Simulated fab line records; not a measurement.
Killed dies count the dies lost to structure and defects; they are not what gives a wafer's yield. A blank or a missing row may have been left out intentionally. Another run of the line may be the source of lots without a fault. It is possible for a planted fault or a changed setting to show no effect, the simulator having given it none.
Chamber matching || flow n5-finfet || N5_BEOL_M6_CURE_75 on uv-cure-02: 3 sister chambers
The step cures SiCOH lowk, time 120 s. 3 wafers are shown with their chamber, then 12 later ones without.

EACH WAFER AND ITS CHAMBER
{"wafer": "L085.6", "chamber": 1, "wafer_temp_C_max": 370.8}
{"wafer": "L086.4", "chamber": 0, "wafer_temp_C_max": 371.0}
{"wafer": "L088.6", "chamber": 2, "wafer_temp_C_max": 371.8}

WAFERS WHOSE CHAMBER IS MISSING
{"wafer": "L090.1", "wafer_temp_C_max": 370.9}
{"wafer": "L090.2", "wafer_temp_C_max": 371.0}
{"wafer": "L090.3", "wafer_temp_C_max": 371.9}
{"wafer": "L090.4", "wafer_temp_C_max": 371.3}
{"wafer": "L090.5", "wafer_temp_C_max": 371.2}
{"wafer": "L090.6", "wafer_temp_C_max": 371.5}
{"wafer": "L091.1", "wafer_temp_C_max": 370.9}
{"wafer": "L091.3", "wafer_temp_C_max": 370.9}
{"wafer": "L091.5", "wafer_temp_C_max": 371.2}
{"wafer": "L096.2", "wafer_temp_C_max": 371.3}
{"wafer": "L096.3", "wafer_temp_C_max": 370.8}
{"wafer": "L096.5", "wafer_temp_C_max": 371.7}

CHAMBER TAKEN BY EACH
{"wafer": "L090.1", "from the rows above": "can't be placed: 1 or 0", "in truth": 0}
{"wafer": "L090.2", "from the rows above": "can't be placed: 0 or 1", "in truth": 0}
{"wafer": "L090.3", "from the rows above": 2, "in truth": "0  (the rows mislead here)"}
{"wafer": "L090.4", "from the rows above": "can't be placed: 0 or 1 or 2", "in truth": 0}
{"wafer": "L090.5", "from the rows above": "can't be placed: 0 or 1", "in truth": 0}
{"wafer": "L090.6", "from the rows above": "can't be placed: 2 or 0", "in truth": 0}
{"wafer": "L091.1", "from the rows above": "can't be placed: 1 or 0", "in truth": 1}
{"wafer": "L091.3", "from the rows above": "can't be placed: 1 or 0", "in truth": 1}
{"wafer": "L091.5", "from the rows above": "can't be placed: 0 or 1", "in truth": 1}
{"wafer": "L096.2", "from the rows above": "can't be placed: 0 or 1 or 2", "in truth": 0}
{"wafer": "L096.3", "from the rows above": "can't be placed: 1 or 0", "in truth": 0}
{"wafer": "L096.5", "from the rows above": 2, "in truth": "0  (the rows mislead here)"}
Correct placement for 0 of the 12. Not placeable from these rows: 10 (in 10, the candidates include the true chamber). Wrongly placed: 2.
How it was worked out, from the rows above alone: a wafer's distance from a chamber is the root of the sum, over the readings, of the square of ((its reading less the chamber's mean) divided by the reading's scatter). The wafer belongs to the nearest chamber; if the next one is less than 2 further off, it can't be placed. A chamber's mean is the mean of its shown wafers. The scatter: root of mean squared gap, hidden wafer to nearest shown wafer, with one shown wafer a chamber.
